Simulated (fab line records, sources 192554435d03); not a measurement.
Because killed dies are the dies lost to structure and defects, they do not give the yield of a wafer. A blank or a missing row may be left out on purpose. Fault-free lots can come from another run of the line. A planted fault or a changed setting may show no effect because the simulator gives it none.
Comparing a struck lot with a sound one ; flow n5_finfet ; 25 out of 1938 route steps
Sound: the wafers L133.1, L133.2, L133.5. Wafers struck: L132.4, L132.5, L132.6. At the end, the cause is stated.
For every step that has rows: the tool of each side, followed by ch and its chambers, followed by its first start. Under that, the readings that differ: sound wafers ; struck wafers ; difference of the means ; sigmas: that difference in standard deviations of wafers without a fault.
alike: same words and numbers on both sides, and readings whose means sit less than 2 such deviations apart. not compared: any withheld reading, any reading some wafer has no value for, any bound like >300 that may hide the same value, and any number with overlapping values for which the record gives no deviation.
Wherever a step has rows on one side only, a row that says differs or no value, or a row with sigmas, the two part there. Numbers that have no deviation but don't overlap get no sigmas and don't part them. A reading that every wafer of one side lacks parts them only if that side has two wafers or more.

first, 11 steps without rows for these wafers: N5_BEOL_M0_SAQP_MANDREL_ETCH_103 (etches a-Si in HBr/Cl2, stops on SiCN, target depth 45 nm, bt time 10 s, time 27 s); N5_BEOL_M0_SAQP_RECESS_104 (chemistry HF/NH3, target SiO2, target depth 18 nm, afs cycles 3, sublimation time 60 s); N5_BEOL_M0_SAQP_COAT_105 (time 60 s, resist thk 100 nm); N5_BEOL_M0_SAQP_ETCH_106 (etches SOC in N2/H2, stops on SiNx, target depth 150 nm); N5_BEOL_M0_SAQP_ETCH_107 (etches SiNx in CH3F/O2, target depth 30 nm); N5_BEOL_M0_SAQP_STRIP_108 (strips in N2/H2); N5_BEOL_M0_SAQP_RECESS_109 (chemistry HF/NH3, target SiO2, target depth 3 nm, afs cycles 1, sublimation time 60 s); N5_BEOL_M0_SAQP_SPACER2_ALD_26 (deposits SiO2, target thk 15 nm, pulse time 1 s, purge time 2 s); N5_BEOL_M0_SAQP_SPACER2_ETCHBACK_27 (etches SiO2 in CHF3/O2, target depth 22.5 nm, time 11.25 s); N5_BEOL_M0_SAQP_MANDREL2_REMOVE_110 (chemistry HBr/Cl2/O2, target a-Si, stops on SiCN, bt time 10 s); N5_BEOL_M0_SAQP_COAT_69 (time 60 s, resist thk 90 nm).
N5_BEOL_M0_SAQP_COAT_72: time 60 s, resist thk 15 nm.
  sound on litho_track-04 ch 0, day 10 07:54; struck on litho_track-01 ch 0, day 10 03:20
reading;sound;struck;difference;sigmas
spin_speed_rpm (rpm);1500.1 1499.7 1499.1;1344.6 1343.3 1344.6;-155.5;-99 or more
model.SiARC_of_BEOL_M0_SAQP_COAT_72.thk_nm (nm);15 15 15;15.8 15.8 15.8;+0.8;
then, 9 steps without rows for these wafers: N5_BEOL_M0_SAQP_COAT_87 (time 60 s, resist thk 5 nm); N5_BEOL_M0_SAQP_COAT_34 (resist thk 30 nm); N5_BEOL_M0_SAQP_EBR_36; N5_BEOL_M0_SAQP_SOFTBAKE_35 (time 60 s); N5_BEOL_M0_SAQP_EXPOSE_37 (exposes mask M0 CUT1, target cd 30 nm); N5_BEOL_M0_SAQP_PEB_38 (peb time 60 s); N5_BEOL_M0_SAQP_DEVELOP_39 (develop time 30 s); N5_BEOL_M0_SAQP_DESCUM_45 (chemistry O2, time 7 s); N5_BEOL_M0_SAQP_ETCH_88 (etches underlayer in N2/H2, target depth 6.5 nm, time 5.2 s).
N5_BEOL_M0_SAQP_ETCH_73: etches SiARC in CF4, target depth 19.5 nm, time 32.5 s.
  sound on rie_diel-01 ch 2,3, day 10 08:28; struck on rie_diel-03 ch 1,2, day 10 03:49
reading;sound;struck;difference;sigmas
etch_rf_on_time_s (s);32.8 30.7 32.8;36.0 36.1 33.9;+3.2;+4
model.etch.depth_nm (nm);14.96 14.93 14.94;15.89 15.85 15.89;+0.93;
  alike: drypump_motor_current_A, oes_product_au, rf_vpp_V, showerhead_plenum_p_Torr, throttle_valve_pct
  not compared: rf_hours_counter_h
N5_BEOL_M0_SAQP_CUT_ETCH_46: etches SOC in N2/H2, target depth 135 nm, overetch 27 nm, time 202.5 s.
  sound on rie_diel-01 ch 2,3, day 10 08:30; struck on rie_diel-03 ch 1,2, day 10 03:50
reading;sound;struck;difference;sigmas
model.SiARC_of_BEOL_M0_SAQP_COAT_72.thk_nm (nm);5 4.6 4.8;6 6 5.4;+1;
  alike: drypump_motor_current_A, rf_vpp_V, showerhead_plenum_p_Torr, throttle_valve_pct
  not compared: rf_hours_counter_h
then, 1 step without rows for these wafers: N5_BEOL_M0_SAQP_STRIP_74 (strips in N2/H2).
-- record jumps: 2 days separate the struck wafers' starts on either side; left off in module BEOL_M0_SAQP, taken up again in module BEOL_M4, whose first shown step is the route's number 1111 --
N5_BEOL_M4_RC_MEAS_101:
  sound on prober-02 ch 0, day 12 17:25; struck on prober-01 ch 0, day 12 08:28
  alike: DIBL_N, DIBL_P, IOFF_N, IOFF_P, ION_N, ION_P, SS_N, SS_P, VT_N, VT_P

WHERE THEY PART
At N5_BEOL_M0_SAQP_COAT_72 first; at N5_BEOL_M0_SAQP_ETCH_73 last (within this record only). Later steps at which nothing parts them and some readings are alike: N5_BEOL_M0_SAQP_CUT_ETCH_46, N5_BEOL_M4_RC_MEAS_101.

WHY: whatever the simulator had introduced
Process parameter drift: litho_track-01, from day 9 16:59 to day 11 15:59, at N5_BEOL_M0_SAQP_COAT_72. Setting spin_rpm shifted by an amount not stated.
